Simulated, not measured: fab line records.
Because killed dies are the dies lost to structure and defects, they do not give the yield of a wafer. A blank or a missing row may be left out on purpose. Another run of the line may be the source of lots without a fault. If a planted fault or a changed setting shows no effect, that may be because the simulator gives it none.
Matching of chambers -- flow nand harc -- NHARC_A_CONTACT_CMP_20 on cmp-04 has 4 sister chambers
The step polishes, t overpolish 30 s, target thk 300 nm. 8 wafers are shown with their chamber, then 8 later ones without.

== EACH WAFER AND ITS CHAMBER ==
wafer,chamber,motor current A (A),overpolish run s (s)
L087.4,0,11.3,29.986
L087.1,1,13.8,29.993
L087.5,2,11.3,30.002
L087.6,3,14.6,29.992
L089.1,3,13.5,29.999
L089.2,2,11.6,30.009
L089.6,0,11.4,29.992
L093.2,1,13.5,29.995

== WAFERS MISSING THEIR CHAMBER ==
wafer,motor current A (A),overpolish run s (s)
L093.3,11.1,30.005
L093.6,11.5,30.006
L096.1,13.7,29.993
L096.2,11.7,29.987
L096.3,11.4,29.994
L097.3,13.4,30.008
L097.4,14.0,29.997
L097.6,13.3,29.996

== CHAMBER TAKEN BY EACH ==
wafer,from the rows above,in truth
L093.3,2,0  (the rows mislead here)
L093.6,2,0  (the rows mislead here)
L096.1,can't be placed: 1 or 3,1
L096.2,0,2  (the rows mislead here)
L096.3,can't be placed: 0 or 2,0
L097.3,can't be placed: 3 or 1 or 2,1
L097.4,can't be placed: 3 or 1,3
L097.6,can't be placed: 1 or 3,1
Placed correctly: 0 of 8. Can't be placed from these rows: 5 (the true chamber is among the candidates in 5). 3 placed wrongly.
How it was worked out, from the rows above alone: a wafer's distance from a chamber is the root of the sum, over the readings, of the square of ((its reading less the chamber's mean) divided by the reading's scatter). The wafer belongs to the nearest chamber; if the next one is less than 2 further off, it can't be placed. Each chamber's mean is taken over the wafers shown for it. The scatter: take each reading less its chamber's mean, square it, sum over the shown wafers, divide by the number of wafers less the number of chambers, and take the root.
